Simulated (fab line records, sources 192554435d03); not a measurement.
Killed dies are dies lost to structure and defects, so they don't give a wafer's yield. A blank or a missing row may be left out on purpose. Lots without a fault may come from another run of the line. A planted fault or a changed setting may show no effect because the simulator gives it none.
fab line records | flow n5_finfet
record lots=7 wafers=39
route steps=1938 shown ZERO_LAYER@11 FIN_SAQP@98 SD_EPI_N@278 HKMG_FIN@386 MOL_CONTACT_COAG@586 BEOL_M3@933
start_h: hours from the record's first day to the start of the lot's first wafer shown | wait_h: hours since the lot's step before | " the same as in the row above | L1.1+2: a row that stands for several wafers | - no value, or no start given | * or withheld: withheld | < > ~ a bound
route shown NAME@n: a module of which the file shows steps, and the number in the route of the first | usual: mean/standard deviation of fault-free wafers | same: alike in all rows | chamber/n: place in a boat | sites: the reading at each site | _std_site: their standard deviation | _edge_site: outer sites' mean less inner sites' | radius_mm: how far each site lies from the wafer's centre | mask NAME#n: copy n | behind: the tool/chamber that last shaped the wafer | hold: why the lot was held/for how many hours/how that ended | device: the transistor (n, p or np) that didn't switch | end of line: the same wafers' tests at the end of the route | a step without rows: its recipe alone | killed: dies lost to structure and defects at the first sort, not the wafer's yield | map: a wafer's dies, x killed, . not, _ none there
set.NAME: the setting as run; set.NAME@STEP: as run at that earlier step | model.NAME: the simulator's own value behind a step, which no gauge read
lots whose settings were changed on purpose; a table a step, a row a wafer
## steps
# step N5_ZERO_LAYER_DEVELOP_10
# recipe develop_time_s=60 rinse_liquid=diw dry=air_spin dev_temp_c=21
# columns lot.wafer tool chamber start_h wait_h set.develop_time_s
L075.1+2+6 litho_track-03 0 - - 60
L075.3+4+5 " 0 " " 92.31
L078.1+2+4 litho_track-03 0 - - 60
L080.1+2+4 litho_track-05 0 - - 36.67
L080.3+5+6 " 0 " " 60
L081.1+4+5 litho_track-05 0 - - 60
L081.2+3+6 " 0 " " 33.36
L082.1+2+6 litho_track-05 0 - - 91.46
L082.3+4+5 " 0 " " 60
L087.1+4+5 litho_track-05 0 - - 48.75
L087.2+3+6 " 0 " " 60
L091.1+2+5 litho_track-02 0 - - 60
L091.3+4+6 " 0 " " 89.82
# step N5_ZERO_LAYER_HARDBAKE_23
# recipe temp_c=130 time_s=120
# step N5_ZERO_LAYER_CD_MEAS_11
# recipe target_cd_nm=2000 landing_energy_ev=500 detector=se_inlens
# usual cd_nm=2001.7/2.3
# columns lot.wafer tool chamber start_h wait_h set.develop_time_s@ZERO_LAYER_DEVELOP_10 cd_nm
L075.1 cd_sem-01 0 18.77 - 60 1998.6
L075.2 " 0 " " 60 2001.4
L075.3 " 0 " " 92.31 2013.6
L075.4 " 0 " " 92.31 2010.2
L075.5 " 0 " " 92.31 2009.5
L075.6 " 0 " " 60 2001.2
L078.1 cd_sem-02 0 36.77 - 60 2005.5
L078.2 " 0 " " 60 2001.6
L078.4 " 0 " " 60 2003.3
L080.1 cd_sem-02 0 48.64 - 36.67 1991.9
L080.2 " 0 " " 36.67 1989.8
L080.3 " 0 " " 60 2000.0
L080.4 " 0 " " 36.67 1990.5
L080.5 " 0 " " 60 2003.1
L080.6 " 0 " " 60 2001.6
L081.1 cd_sem-03 0 54.64 - 60 2000.2
L081.2 " 0 " " 33.36 1987.3
L081.3 " 0 " " 33.36 1987.3
L081.4 " 0 " " 60 1999.4
L081.5 " 0 " " 60 1998.9
L081.6 " 0 " " 33.36 1985.9
L082.1 cd_sem-02 0 60.67 - 91.46 2011.7
L082.2 " 0 " " 91.46 2010.7
L082.3 " 0 " " 60 2002.7
L082.4 " 0 " " 60 2004.4
L082.5 " 0 " " 60 2003.4
L082.6 " 0 " " 91.46 2010.6
L087.1 cd_sem-01 0 90.78 - 48.75 1998.9
L087.2 " 0 " " 60 2001.2
L087.3 " 0 " " 60 2005.7
L087.4 " 0 " " 48.75 1999.3
L087.5 " 0 " " 48.75 1998.7
L087.6 " 0 " " 60 2004.4
L091.1 cd_sem-02 0 114.82 - 60 1996.5
L091.2 " 0 " " 60 2000.4
L091.3 " 0 " " 89.82 2008.6
L091.4 " 0 " " 89.82 2007.6
L091.5 " 0 " " 60 2000.2
L091.6 " 0 " " 89.82 2009.1
# step N5_ZERO_LAYER_DESCUM_16
# recipe chemistry=O2 time_s=7.9 source_power_w=50 bias_power_w=20 pressure_mtorr=20 rf_frequency_hz=2.712e+07 temp_c=40 o2_flow_sccm=225
# columns lot.wafer tool chamber start_h wait_h set.develop_time_s@ZERO_LAYER_DEVELOP_10 model.ZERO_LAYER.cd_nm
L075.1 rie_diel-01 1 19.02 0.2 60 1999
L075.2 " 0 " " 60 2002
L075.3 " 2 " " 92.31 2013
L075.4 " 3 " " 92.31 2010
L075.5 " 3 " " 92.31 2009
L075.6 " 2 " " 60 2001
L078.1 rie_diel-05 2 36.80 0.0 60 2005
L078.2 " 3 " " 60 2002
L078.4 " 2 " " 60 2003
L080.1 rie_diel-05 2 48.68 0.0 36.67 1992
L080.2 " 3 " " 36.67 1990
L080.3 " 1 " " 60 2000
L080.4 " 2 " " 36.67 1991
L080.5 " 3 " " 60 2003
L080.6 " 1 " " 60 2002
L081.1 rie_diel-05 3 54.68 0.0 60 2000
L081.2+3 " 2,1 " " 33.36 1987
L081.4+5 " 2,1 " " 60 1999
L081.6 " 3 " " 33.36 1986
L082.1 rie_diel-01 3 60.71 0.0 91.46 2012
L082.2 " 0 " " 91.46 2011
L082.3 " 1 " " 60 2002
L082.4 " 2 " " 60 2004
L082.5 " 1 " " 60 2003
L082.6 " 2 " " 91.46 2010
L087.1+5 rie_diel-04 3,0 90.93 0.1 48.75 1999
L087.2 " 0 " " 60 2001
L087.3 " 2 " " 60 2006
L087.4 " 1 " " 48.75 2000
L087.6 " 1 " " 60 2004
L091.1 rie_diel-01 2 114.86 0.0 60 1996
L091.2+5 " 1,2 " " 60 2000
L091.3+6 " 0,3 " " 89.82 2009
L091.4 " 3 " " 89.82 2008
# step N5_FIN_SAQP_PECVD_47
# recipe material=a-Si target_thk_a=450 temp_c=400 precursor=SiH4/He pressure_torr=3 rf_w=100 time_s=36.3
# columns lot.wafer tool chamber start_h wait_h set.time_s model.a-Si_of_FIN_SAQP_PECVD_47.thk_nm
L075.1 pecvd-04 2 27.95 0.0 36.3 44.5
L075.2 " 0 " " 36.3 45.1
L075.3 " 1 " " 36.3 45.42
L075.4 " 0 " " 36.3 46.07
L075.5 " 2 " " 36.3 45.22
L075.6 " 1 " " 36.3 45.51
L078.1 pecvd-03 2 46.08 0.0 36.3 44.47
L078.2 " 1 " " 36.3 44.18
L078.4 " 1 " " 36.3 44.44
L080.1 pecvd-04 1 57.82 0.0 45.16 55.43
L080.2 " 0 " " 36.3 44.81
L080.3 " 1 " " 36.3 44.97
L080.4 " 0 " " 45.16 56.8
L080.5 " 1 " " 45.16 56.63
L080.6 " 0 " " 36.3 45.59
L081.1 pecvd-01 0 63.62 0.0 36.3 44.38
L081.2 " 1 " " 17.03 21.48
L081.3 " 0 " " 36.3 45.24
L081.4 " 1 " " 17.03 21.61
L081.5 " 0 " " 36.3 45.37
L081.6 " 1 " " 17.03 21.53
L082.1 pecvd-04 0 70.19 0.0 36.3 45.07
L082.2 " 2 " " 36.3 45.6
L082.3 " 1 " " 36.3 45.23
L082.4 " 2 " " 36.3 45.9
L082.5 " 1 " " 36.3 45.5
L082.6 " 0 " " 36.3 45.88
L087.1 pecvd-03 0 102.57 0.0 43.81 53.42
L087.2 " 1 " " 43.81 52.61
L087.3 " 2 " " 36.3 44.62
L087.4 " 1 " " 36.3 44.22
L087.5 " 2 " " 43.81 54.67
L087.6 " 0 " " 36.3 44.5
L091.1 pecvd-01 1 123.73 0.0 27.27 35.33
L091.2 " 0 " " 36.3 44.78
L091.3 " 2 " " 27.27 33.11
L091.4 " 2 " " 27.27 33.07
L091.5 " 0 " " 36.3 45.15
L091.6 " 1 " " 36.3 46.55
# step N5_FIN_SAQP_PECVD_48
# recipe material=SiNx target_thk_a=250 temp_c=400 precursor=SiH4/NH3/N2 pressure_torr=1.5 rf_w=300 time_s=22.1
# step N5_FIN_SAQP_PECVD_06
# recipe material=a-Si target_thk_a=600 temp_c=400 precursor=SiH4/He pressure_torr=3 rf_w=100 time_s=48.1
# step N5_FIN_SAQP_ETCH_57
# recipe chemistry=CH3F/O2 target=SiNx mask_material=SiO2 target_depth_a=325 time_s=46.4 pressure_mtorr=30 source_w=395 bias_w=73 Ar_flow_sccm=150 CH3F_flow_sccm=30 O2_flow_sccm=20 ion_energy_ev=120 ends=cleared
# step N5_FIN_SAQP_ETCH_65
# recipe chemistry=CF4 target=SiO2 target_depth_a=40 ion_energy_ev=350 time_s=4.4 pressure_mtorr=10 icp_w=800 bias_w=400 cf4_flow_sccm=80
# step N5_FIN_SAQP_MANDREL_ETCH_58
# recipe chemistry=HBr/Cl2 target=a-Si target_depth_a=450 bt_time_s=10 stop_on=SiNx mask_material=SiO2 over_etch_frac=0.8 time_s=27 pressure_mtorr=10 icp_w=800 bias_w=75 HBr_flow_sccm=150 Cl2_flow_sccm=80 ends=end_point
# usual oes_product_au=0.695/0.011
# columns lot.wafer tool chamber start_h wait_h set.time_s@FIN_SAQP_PECVD_47 oes_product_au model.etch.depth_nm
L075.1 rie_si-04 3 31.01 0.0 36.3 0.703 44.5
L075.2 " 0 " " 36.3 0.691 45.1
L075.3 " 2 " " 36.3 0.709 45.42
L075.4 " 1 " " 36.3 0.705 46.07
L075.5 " 0 " " 36.3 0.696 45.22
L075.6 " 3 " " 36.3 0.712 45.51
L078.1 rie_si-04 3 49.04 0.0 36.3 0.707 44.47
L078.2 " 1 " " 36.3 0.690 44.18
L078.4 " 0 " " 36.3 0.690 44.44
L080.1 rie_si-04 2 61.47 0.0 45.16 0.787 55.43
L080.2 " 1 " " 36.3 0.692 44.81
L080.3 " 3 " " 36.3 0.704 44.97
L080.4 " 0 " " 45.16 0.790 56.8
L080.5 " 2 " " 45.16 0.801 56.63
L080.6 " 3 " " 36.3 0.715 45.59
L081.1 rie_si-02 2 66.59 0.0 36.3 0.703 44.38
L081.2 " 1 " " 17.03 0.507 21.48
L081.3 " 0 " " 36.3 0.686 45.24
L081.4 " 3 " " 17.03 0.488 21.61
L081.5 " 0 " " 36.3 0.690 45.37
L081.6 " 1 " " 17.03 0.497 21.53
L082.1 rie_si-03 0 73.30 0.0 36.3 0.687 45.07
L082.2 " 2 " " 36.3 0.700 45.6
L082.3 " 1 " " 36.3 0.699 45.23
L082.4 " 3 " " 36.3 0.688 45.9
L082.5 " 1 " " 36.3 0.706 45.5
L082.6 " 2 " " 36.3 0.698 45.88
L087.1 rie_si-03 2 107.48 0.0 43.81 0.770 53.42
L087.2 " 3 " " 43.81 0.745 52.61
L087.3 " 0 " " 36.3 0.692 44.62
L087.4 " 1 " " 36.3 0.694 44.22
L087.5 " 0 " " 43.81 0.780 54.67
L087.6 " 3 " " 36.3 0.682 44.5
L091.1 rie_si-03 0 126.64 0.0 27.27 0.624 35.33
L091.2 " 1 " " 36.3 0.697 44.78
L091.3 " 2 " " 27.27 0.595 33.11
L091.4 " 3 " " 27.27 0.584 33.07
L091.5 " 3 " " 36.3 0.692 45.15
L091.6 " 2 " " 36.3 0.708 46.55
# step N5_SD_EPI_N_ETCH_45
# recipe chemistry=CH3F/O2 target=SiOCN target_depth_a=60 mask_material=SOC ion_energy_ev=60 bias_w=29 pressure_mtorr=15 source_w=410 Ar_flow_sccm=150 CH3F_flow_sccm=30 O2_flow_sccm=20
# columns lot.wafer tool chamber start_h wait_h set.target_depth_a model.etch.depth_nm
L075.1 rie_diel-06 3 56.14 0.1 60 5.834
L075.2 " 2 " " 73.5 7.388
L075.3 " 1 " " 60 5.801
L075.4 " 3 " " 73.5 7.199
L075.5 " 2 " " 73.5 7.424
L075.6 " 1 " " 60 5.813
L078.1 rie_diel-02 3 73.10 0.1 60 5.946
L078.2 " 1 " " 60 6.073
L078.4 " 3 " " 60 5.922
L080.1 rie_diel-03 0 86.12 0.1 60 6.109
L080.2 " 3 " " 60 5.9
L080.3 " 2 " " 46.16 4.553
L080.4 " 1 " " 46.16 4.573
L080.5 " 0 " " 60 6.1
L080.6 " 3 " " 46.16 4.588
L081.1 rie_diel-03 1 91.63 0.1 60 5.939
L081.2 " 2 " " 95.56 9.487
L081.3 " 3 " " 60 5.921
L081.4 " 0 " " 60 6.109
L081.5 " 0 " " 95.56 9.725
L081.6 " 3 " " 95.56 9.435
L082.1 rie_diel-03 0 98.18 0.1 60 6.076
L082.2 " 1 " " 60 5.961
L082.3 " 3 " " 60 5.87
L082.4 " 2 " " 60 5.898
L082.5 " 3 " " 60 5.84
L082.6 " 0 " " 60 6.04
L087.1 rie_diel-02 2 131.78 0.1 60 5.893
L087.2 " 1 " " 60 5.973
L087.3 " 0 " " 60 5.712
L087.4 " 1 " " 60 6.003
L087.5 " 0 " " 60 5.737
L087.6 " 2 " " 60 5.934
L091.1 rie_diel-03 0 152.02 0.1 60 5.945
L091.2 " 3 " " 60 5.7
L091.3 " 1 " " 93.17 9.03
L091.4 " 2 " " 60 5.907
L091.5 " 3 " " 93.17 8.872
L091.6 " 0 " " 93.17 9.279
# step N5_HKMG_FIN_HK_ALD_01
# recipe material=HfO2 target_thk_a=16 temp_c=withheld ald_precursor_family=HfCl4 ald_co_reactant=H2O pulse_time_s=3 purge_time_s=3 co_reactant_purge_time_s=2.5 co_reactant_pulse_time_s=0.3 ald_cycles=30
# columns lot.wafer tool chamber start_h wait_h set.ald_cycles model.HfO2_of_HKMG_FIN_HK_ALD_01.thk_nm
L075.1+2+3+4+5+6 ald_hk-03 1,3,0,2,1,2 81.18 0.0 30 1.6
L078.1+2+4 ald_hk-03 1,0,3 94.63 0.0 30 1.6
L080.1+3+6 ald_hk-01 1,0,2 106.19 0.0 30 1.6
L080.2+4+5 " 2,3,3 " " 19 1
L081.1+5+6 ald_hk-01 3,3,0 112.32 0.0 39 2
L081.2+3+4 " 1,2,0 " " 30 1.6
L082.1+2+5 ald_hk-02 0,1,3 121.28 0.0 48 2.6
L082.3+4+6 " 2,3,2 " " 30 1.6
L087.1+3+4 ald_hk-03 1,2,3 152.02 0.0 30 1.6
L087.2+5+6 " 0,0,3 " " 39 2
L091.1+3+6 ald_hk-02 1,0,1 172.27 0.0 21 1.2
L091.2+4+5 " 3,2,0 " " 30 1.6
# step N5_HKMG_FIN_HK_ANNEAL_02
# recipe temp_c=700 time_s=30 ambient=N2 idle_temp_c=600 ramp_up_c_per_s=150 ramp_down_c_per_s=60 cool_to_c=600
# step N5_HKMG_FIN_ALD_74
# recipe material=La2O3 target_thk_a=5 temp_c=250 ald_precursor_family=La-Cp ald_co_reactant=O3 pulse_time_s=6 co_reactant_pulse_time_s=1 purge_time_s=3 co_reactant_purge_time_s=3
# step N5_HKMG_FIN_WET_ETCH_82
# recipe chemistry=dHCl mix=1:10000 temp_c=25 target=La2O3 stop_on=HfO2 target_depth_nm=2 dry=ipa_marangoni rinse_time_s=30 rinse_temp_c=23
# step N5_HKMG_FIN_ALD_36
# recipe material=TiN target_thk_a=10 temp_c=400 ald_precursor_family=TiCl4 ald_co_reactant=NH3 pulse_time_s=1 purge_time_s=3 co_reactant_purge_time_s=2 co_reactant_pulse_time_s=2 ald_cycles=47 pressure_torr=3
# step N5_HKMG_FIN_THK_MEAS_70
# recipe thk_meas_gauge=xrf reads=HfO2_of_HKMG_FIN_HK_ALD_01
# usual HK_THK=1.624/0.02
# columns lot.wafer tool chamber start_h wait_h set.ald_cycles@HKMG_FIN_HK_ALD_01 HK_THK[nm]
L075.1 film_metro-01 - 84.82 0.2 30 1.631
L075.2 " - " " 30 1.641
L075.3 " - " " 30 1.619
L075.4 " - " " 30 1.646
L075.5 " - " " 30 1.637
L075.6 " - " " 30 1.634
L078.1 film_metro-02 - 98.37 0.2 30 1.631
L078.2 " - " " 30 1.622
L078.4 " - " " 30 1.660
L080.1 film_metro-01 - 109.74 0.2 30 1.640
L080.2 " - " " 19 1.040
L080.3 " - " " 30 1.630
L080.4 " - " " 19 1.037
L080.5 " - " " 19 1.024
L080.6 " - " " 30 1.656
L081.1 film_metro-01 - 116.14 0.2 39 2.115
L081.2 " - " " 30 1.622
L081.3 " - " " 30 1.616
L081.4 " - " " 30 1.618
L081.5 " - " " 39 2.109
L081.6 " - " " 39 2.095
L082.1 film_metro-02 - 125.00 0.2 48 2.601
L082.2 " - " " 48 2.570
L082.3 " - " " 30 1.614
L082.4 " - " " 30 1.639
L082.5 " - " " 48 2.582
L082.6 " - " " 30 1.602
L087.1 film_metro-01 - 155.91 0.2 30 1.624
L087.2 " - " " 39 2.116
L087.3 " - " " 30 1.611
L087.4 " - " " 30 1.639
L087.5 " - " " 39 2.109
L087.6 " - " " 39 2.124
L091.1 film_metro-01 - 176.03 0.2 21 1.122
L091.2 " - " " 30 1.627
L091.3 " - " " 21 1.129
L091.4 " - " " 30 1.627
L091.5 " - " " 30 1.618
L091.6 " - " " 21 1.134
# step N5_MOL_CONTACT_COAG_VIA_ETCH_46
# recipe chemistry=C4F6/O2 target_depth_a=460 overetch_a=92 mask_material=SOC target=SiO2 bias_w=455 pressure_mtorr=10 time_s=40 source_w=325 Ar_flow_sccm=300 C4F6_flow_sccm=10 O2_flow_sccm=10 ion_energy_ev=575.3 ends=end_point
# columns lot.wafer tool chamber start_h wait_h set.target_depth_a model.SOC_of_MOL_CONTACT_COAG_COAT_75.thk_nm
L075.1+2+3 rie_diel-03 0,2,1 110.18 0.0 278 53
L075.4 " 3 " " 460 51.2
L075.5+6 " 0,1 " " 460 50.8
L078.1 rie_diel-06 1 120.36 0.0 460 50.6
L078.2 " 2 " " 460 50.8
L078.4 " 0 " " 460 51.4
L080.1 rie_diel-02 0 133.55 0.0 460 51
L080.2+3 " 2,1 " " 333.7 52
L080.4 " 0 " " 333.7 52.6
L080.5+6 " 2,1 " " 460 50.6
L081.1 rie_diel-06 3 138.61 0.0 369 51.8
L081.2 " 2 " " 369 52
L081.3+5 " 1,2 " " 460 50.6
L081.4 " 0 " " 369 52.4
L081.6 " 3 " " 460 50.8
L082.1+3 rie_diel-06 2,1 148.78 0.0 460 50.4
L082.2 " 0 " " 689.4 48.4
L082.4 " 2 " " 689.4 48
L082.5 " 1 " " 689.4 47.8
L082.6 " 0 " " 460 51
L087.1 rie_diel-02 0 181.81 0.0 460 50.8
L087.2+4 " 1,2 " " 460 50.4
L087.3+6 " 3,1 " " 460 50.2
L087.5 " 2 " " 460 50.6
L091.1+2+3+5 rie_diel-03 2,0,1,0 200.92 0.0 460 50.8
L091.4 " 3 " " 460 51.2
L091.6 " 1 " " 460 51
# step N5_BEOL_M3_PECVD_72
# recipe material=SiO2 target_thk_a=160 temp_c=400 precursor=TEOS/O2 pressure_torr=5.5 rf_w=450 teos_flow_sccm=53.8 gas=O2 flow_sccm=3000 time_s=18
# columns lot.wafer tool chamber start_h wait_h set.time_s model.SiO2_of_BEOL_M3_PECVD_72.thk_nm
L075.1+4 pecvd-01 2,1 150.60 0.0 18 16
L075.2+6 " 0 " " 22.78 19.8
L075.3 " 1 " " 22.78 20
L075.5 " 2 " " 18 16.4
L078.1+2 pecvd-03 1,2 161.95 0.0 18 16
L078.4 " 1 " " 18 16.2
L080.1+2+3 pecvd-02 1,0,2 168.38 0.0 18 15.6
L080.4+5+6 " 2,1,0 " " 18 15.8
L081.1+2+3+5+6 pecvd-03 0,1,2,1,2 185.58 0.0 18 16
L081.4 " 0 " " 18 16.2
L082.1 pecvd-03 2 201.41 0.0 18 16.2
L082.2 " 0 " " 23.05 20.6
L082.3 " 1 " " 23.05 20.4
L082.4 " 2 " " 18 16.4
L082.5 " 1 " " 23.05 20.8
L082.6 " 0 " " 18 16.6
L087.1+4 pecvd-02 1,0 218.70 0.0 8.307 7.4
L087.2 " 2 " " 8.307 7.6
L087.3 " 0 " " 18 15.8
L087.5 " 2 " " 18 16.2
L087.6 " 1 " " 18 16
L091.1 pecvd-01 2 247.93 0.0 18 15.8
L091.2 " 1 " " 27.59 23.6
L091.3 " 0 " " 18 15.4
L091.4 " 0 " " 27.59 23.8
L091.5 " 2 " " 18 16
L091.6 " 1 " " 27.59 24
## key
split step=N5_ZERO_LAYER_DEVELOP_10 setting=develop_time_s stated=60 by=wafer
response step=N5_ZERO_LAYER_CD_MEAS_11 reading=cd_nm change=+0.21 per=1% r=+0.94
response step=N5_ZERO_LAYER_DESCUM_16 reading=model.ZERO_LAYER.cd_nm change=+0.211 per=1% r=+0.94
split step=N5_FIN_SAQP_PECVD_47 setting=time_s stated=36.3 by=wafer
response step=N5_FIN_SAQP_PECVD_47 reading=model.a-Si_of_FIN_SAQP_PECVD_47.thk_nm change=+0.448 per=1% r=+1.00
response step=N5_FIN_SAQP_MANDREL_ETCH_58 reading=oes_product_au change=+0.00371 per=1% r=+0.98
response step=N5_FIN_SAQP_MANDREL_ETCH_58 reading=model.etch.depth_nm change=+0.448 per=1% r=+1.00
split step=N5_SD_EPI_N_ETCH_45 setting=target_depth_a stated=60 by=wafer
response step=N5_SD_EPI_N_ETCH_45 reading=model.etch.depth_nm change=+0.06 per=1% r=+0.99
split step=N5_HKMG_FIN_HK_ALD_01 setting=ald_cycles stated=30 by=wafer
response step=N5_HKMG_FIN_HK_ALD_01 reading=model.HfO2_of_HKMG_FIN_HK_ALD_01.thk_nm change=+0.0154 per=1% r=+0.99
response step=N5_HKMG_FIN_THK_MEAS_70 reading=HK_THK change=+0.0163 per=1% r=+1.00
split step=N5_MOL_CONTACT_COAG_VIA_ETCH_46 setting=target_depth_a stated=460 by=wafer
response step=N5_MOL_CONTACT_COAG_VIA_ETCH_46 reading=model.SOC_of_MOL_CONTACT_COAG_COAT_75.thk_nm change=-0.0531 per=1% r=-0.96
split step=N5_BEOL_M3_PECVD_72 setting=time_s stated=18 by=wafer
response step=N5_BEOL_M3_PECVD_72 reading=model.SiO2_of_BEOL_M3_PECVD_72.thk_nm change=+0.153 per=1% r=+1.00
